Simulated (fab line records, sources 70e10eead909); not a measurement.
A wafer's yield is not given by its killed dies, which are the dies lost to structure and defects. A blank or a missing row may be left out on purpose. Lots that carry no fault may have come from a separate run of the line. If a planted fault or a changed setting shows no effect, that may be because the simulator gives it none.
Which tool is to blame? | flow nand-harc | 6 lots with 17 wafers sampled at 4 steps, on a route of 1302 steps

== WHAT THE GAUGES READ, wafer by wafer ==
NHARC_P_GATE_CD_MEAS_26 targets a cd of 120 nm.
lot  | measured     | on        | cd-nm (nm)
L974 | day 5 21:13  | cd-sem-03 | 121.5 121.3 122.0
L978 | day 7 07:39  | cd-sem-02 | 120.6 119.9 119.7
L980 | day 8 09:03  | cd-sem-01 | 119.0 120.3 119.4
L982 | day 9 06:10  | cd-sem-03 | 120.1 111.6
L991 | day 12 19:38 | cd-sem-03 | 120.2 121.0 120.4
L994 | day 14 05:46 | cd-sem-03 | 120.2 120.9 119.5

== TOOL THAT RAN EACH LOT (tool first, then ch and the chambers of the sampled wafers, then the start) ==
lot  | NHARC_P_STI_CMP_21            | NHARC_P_GATE_DEP_103           | NHARC_P_GATE_PEB_24
L974 | cmp-03 ch 0,1,2, day 4 10:49  | pecvd-02 ch 0,1,2, day 5 20:32 | litho-track-06 ch 0, day 5 21:08
L978 | cmp-01 ch 0,1,3, day 6 00:48  | pecvd-02 ch 0,1,2, day 7 06:58 | litho-track-04 ch 0, day 7 07:34
L980 | cmp-03 ch 0,2,3, day 7 00:13  | pecvd-02 ch 1,2, day 8 08:24   | litho-track-01 ch 0, day 8 08:58
L982 | cmp-04 ch 2,3, day 7 18:56    | pecvd-04 ch 1,2, day 9 05:41   | litho-track-01 ch 0, day 9 06:05
L991 | cmp-01 ch 0,2,3, day 11 13:07 | pecvd-02 ch 0,1, day 12 18:59  | litho-track-01 ch 0, day 12 19:34
L994 | cmp-04 ch 0,2,3, day 12 22:10 | pecvd-04 ch 0,1, day 14 05:12  | litho-track-04 ch 0, day 14 05:41
- NHARC_P_STI_CMP_21: polishes, t overpolish 20 s, target thk 380.67 nm.
- NHARC_P_GATE_DEP_103: deposits SiON, target thk 30 nm.
- NHARC_P_GATE_PEB_24: peb time 65 s.

== THE ANSWER, worked out from the rows above alone ==
Rule: usual is defined by the lots themselves. Put in order of their means at a reading, lots are off if they are a third of the lots or fewer, leave a main group of 4 or more, and stand apart from it by a gap of 3 or more times the standard deviation of the main group's means; of several such gaps the widest counts. A main group is skipped when, at the precision printed for the reading in the tables above, its means are all equal. A lot without any number at a reading at which 4 lots or more have one is off too. The other lots that the step has rows for count as sound.
Off, at NHARC_P_GATE_CD_MEAS_26 on cd-nm: L982. For the main group the mean is 120.4 nm and the standard deviation 0.68.
If a tool, at a process step before that reading, ran all the lots that are off and no sound lot after the first of them, it fits. The gauges at NHARC_P_GATE_CD_MEAS_26 are tried like those tools. Of those tried, none fits.

== WHAT THE SIMULATOR HAD PUT IN ==
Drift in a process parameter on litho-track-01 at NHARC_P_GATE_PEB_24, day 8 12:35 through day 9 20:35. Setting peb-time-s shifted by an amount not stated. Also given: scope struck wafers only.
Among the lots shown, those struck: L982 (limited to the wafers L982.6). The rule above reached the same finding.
